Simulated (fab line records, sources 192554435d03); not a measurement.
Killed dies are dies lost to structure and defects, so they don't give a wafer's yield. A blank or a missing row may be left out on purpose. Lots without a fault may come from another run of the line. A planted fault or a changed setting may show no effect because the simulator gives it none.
Split-lot experiment | flow n5_finfet | 7 lots, 21 wafers read, on a route of 1938 steps

THE SPLIT
At N5_BEOL_M15_ETCH_61 (etches BARC in N2/H2, target depth 89 nm, overetch 26.7 nm, time 67.9 s), the setting time_s was moved away from the recipe's 67.9 s on 10 of the 21 wafers read, by -22.4% to +21.7%. The other wafers ran this setting at the recipe's value.

The file shows no step between the split and the reading.

THE READING
coat_of_BEOL_M15_COAT_22.thk_nm (the simulator's own value, which no gauge read), in nm, at N5_BEOL_M15_TRENCH_ETCH_34 (etches SiO2 in C4F8/O2/Ar, target depth 872.93 nm, time 199 s). The file gives no usual value for it. The 11 wafers here that ran the recipe average 541.8 nm, standard deviation 3.2 nm.

wafer  | tool, chamber at the split | time_s as run, s | against the recipe | coat_of_BEOL_M15_COAT_22.thk_nm, nm | against lot-mates on the recipe
L074.1 | rie_diel-02, 2             | 67.9             | recipe             | 544.4                               | -
L074.2 | rie_diel-02, 0             | 82.65            | +21.7%             | 522.2                               | -22.2
L074.5 | rie_diel-02, 3             | 82.65            | +21.7%             | 534.2                               | -10.2
L079.1 | rie_diel-04, 2             | 52.67            | -22.4%             | 554                                 | +12.4
L079.2 | rie_diel-04, 1             | 67.9             | recipe             | 541.6                               | -
L079.5 | rie_diel-04, 1             | 52.67            | -22.4%             | 556.8                               | +15.2
L081.2 | rie_diel-04, 1             | 67.9             | recipe             | 537.8                               | -
L081.4 | rie_diel-04, 3             | 76.88            | +13.2%             | 535                                 | -2.8
L081.5 | rie_diel-04, 2             | 76.88            | +13.2%             | 528.4                               | -9.4
L083.4 | rie_diel-06, 3             | 71.92            | +5.9%              | 545.2                               | -1.3
L083.5 | rie_diel-06, 2             | 67.9             | recipe             | 545.8                               | -
L083.6 | rie_diel-06, 0             | 67.9             | recipe             | 547.2                               | -
L095.1 | rie_diel-04, 1             | 67.9             | recipe             | 538.4                               | -
L095.2 | rie_diel-04, 2             | 67.9             | recipe             | 539.2                               | -
L095.6 | rie_diel-04, 0             | 67.9             | recipe             | 538.6                               | -
L094.2 | rie_diel-06, 2             | 53.91            | -20.6%             | 555.8                               | +12.1
L094.3 | rie_diel-06, 0             | 67.9             | recipe             | 544                                 | -
L094.4 | rie_diel-06, 1             | 67.9             | recipe             | 543.4                               | -
L092.1 | rie_diel-06, 2             | 67.9             | recipe             | 539                                 | -
L092.4 | rie_diel-06, 3             | 79.98            | +17.8%             | 533                                 | -6.0
L092.6 | rie_diel-06, 2             | 79.98            | +17.8%             | 524.8                               | -14.2

THE FIT
A straight line over all 21 wafers: coat_of_BEOL_M15_COAT_22.thk_nm changes by -0.648 nm for each +1% of time_s; r = -0.90; the points scatter about the line by 4 nm.
The same after taking each lot's own level away (the mean of its wafers on the recipe; 21 wafers): -0.621 nm for each +1%; r = -0.94; scatter 2.9 nm.
On that fit, the largest move of time_s shifts the reading by 14 nm.
The lots' own levels span 537.80 to 546.50 nm, that is 2.7 times the standard deviation above.
So the lot-to-lot level changes the slope little: the two slopes agree.
Check: with one of the wafers moved furthest among these (-22.4%) left out of the fit, the line predicts +14.5 nm for it against its lot-mates. It came out at +12.4 nm against them.

OTHER SPLITS ON THESE WAFERS
These wafers also went through other splits before the reading. Each is held against what the fit with the lots' levels taken away leaves over:
other split on the same wafers    | wafers away from the commonest value | r with coat_of_BEOL_M15_COAT_22.thk_nm (lot level and that fit taken away)
N5_BEOL_M13_COAT_04 spin_rpm      | 9                                    | -0.04
N5_BEOL_M14_TRENCH_ETCH_34 time_s | 4                                    | +0.28

THE WHOLE CHAIN: every reading that the file lists as answering this split, in the file's order
step                       | what it does                                                            | reading                                                                          | change (the file's fit)               | r (the file's)
N5_BEOL_M15_ETCH_61        | etches BARC in N2/H2, target depth 89 nm, overetch 26.7 nm, time 67.9 s | coat_of_BEOL_M15_COAT_22.thk_nm (the simulator's own value, which no gauge read) | -0.689 nm for each +1% of the setting | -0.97
N5_BEOL_M15_TRENCH_ETCH_34 | etches SiO2 in C4F8/O2/Ar, target depth 872.93 nm, time 199 s           | coat_of_BEOL_M15_COAT_22.thk_nm (the simulator's own value, which no gauge read) | -0.612 nm for each +1% of the setting | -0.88

THE FILE'S OWN FIT
coat_of_BEOL_M15_COAT_22.thk_nm changes by -0.612 nm for each +1% of time_s, r = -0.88.
